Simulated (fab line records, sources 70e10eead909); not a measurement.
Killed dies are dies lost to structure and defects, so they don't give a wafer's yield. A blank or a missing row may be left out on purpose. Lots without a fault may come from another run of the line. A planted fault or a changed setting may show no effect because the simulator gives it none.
One fault seen from 3 desks | flow nand_harc | each desk has only its own numbers; what lay behind them comes last

THE TOOL OWNER'S DESK: krf_scanner-04
The tool's own readings at NHARC_P_GATE_EXPOSE_08 (exposes mask P HV): means of the sampled wafers that have a number, for each lot that ran on this tool. A lot is out of limits, marked OUT, if its mean lies more than 4 standard deviations from the usual mean; the brackets give that distance.
Columns: A = exposure_dose_mJ_cm2 at NHARC_P_GATE_EXPOSE_08, usual 16.751; B = focus_offset_nm at NHARC_P_GATE_EXPOSE_08, usual -0.1 nm
lot  | first seen here | A                | B
L923 | day 5 13:26     | 16.763           | -0.4
L926 | day 6 16:50     | 16.761           | -0.3
L929 | day 7 23:21     | 16.732           | -0.1
L930 | day 7 23:23     | 16.759           | 0.3
L935 | day 10 11:46    | 16.402 (-19) OUT | 0.3
L937 | day 11 01:59    | 16.401 (-19) OUT | -0.0
L939 | day 11 20:24    | 16.376 (-21) OUT | -0.3
This desk's finding: out of limits on L935, L937, L939; first on L935, day 10 11:46 (exposure_dose_mJ_cm2 at NHARC_P_GATE_EXPOSE_08). In limits: L923, L926, L929, L930.

THE DEFECT DESK
What the inspections along the route counted, lot by lot: means of the sampled wafers that have a number. A lot is out of limits, marked OUT, if its mean lies more than 4 standard deviations from the usual mean; the brackets give that distance.
Columns: A = raw_defect_count at NHARC_P_ZERO_WELL_INSPECT_43, usual 13
lot  | first seen here | A
L921 | day 2 03:37     | 8
L922 | day 2 13:37     | 15
L923 | day 2 23:33     | 9
L926 | day 4 05:49     | 9
L927 | day 4 15:42     | 12
L929 | day 5 13:23     | 10
L930 | day 5 21:34     | 22
L931 | day 6 07:29     | 9
L935 | day 7 23:35     | 17
L937 | day 8 19:47     | 14
L939 | day 9 15:36     | 9
L943 | day 11 07:41    | 10
L944 | day 11 17:32    | 7
This desk's finding: nothing out of limits on any of the 13 lots.

THE METROLOGY DESK
What the gauges read, lot by lot, whatever tool the lot ran on: means of the sampled wafers that have a number. A lot is out of limits, marked OUT, if its mean lies more than 4 standard deviations from the usual mean; the brackets give that distance.
Columns: A = cd_nm at NHARC_P_STI_CD_MEAS_16, usual 199.2 nm
lot  | first seen here | A
L921 | day 2 20:55     | 198.6
L922 | day 3 09:44     | 199.2
L923 | day 3 19:52     | 198.2
L926 | day 5 02:25     | 200.3
L927 | day 5 10:42     | 201.4
L929 | day 6 07:22     | 198.1
L930 | day 6 14:00     | 199.3
L931 | day 6 23:32     | 197.7
L935 | day 8 20:08     | 200.1
L937 | day 9 11:10     | 199.4
L939 | day 10 07:42    | 198.1
L943 | day 11 23:35    | 197.5
L944 | day 12 11:29    | 196.7
This desk's finding: nothing out of limits on any of the 13 lots.

PUT TOGETHER
The tool owner's desk could have raised an alarm at day 10 11:46, on L935, L937, L939.
The defect desk saw nothing out of limits.
The metrology desk saw nothing out of limits.
The defect desk has L935, L937, L939 on record, within its limits.
The metrology desk has L935, L937, L939 on record, within its limits.
Of the lots named, all ran NHARC_P_GATE_EXPOSE_08 on krf_scanner-04.

WHAT THE SIMULATOR HAD PUT IN
Process parameter drift: krf_scanner-04, from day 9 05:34 on, at NHARC_P_GATE_EXPOSE_08. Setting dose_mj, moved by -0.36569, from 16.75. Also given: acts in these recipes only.
Lots struck among those shown: L935, L937, L939.
Hours from the fault's start to each desk's first reading out of limits: the tool owner's desk, 30.
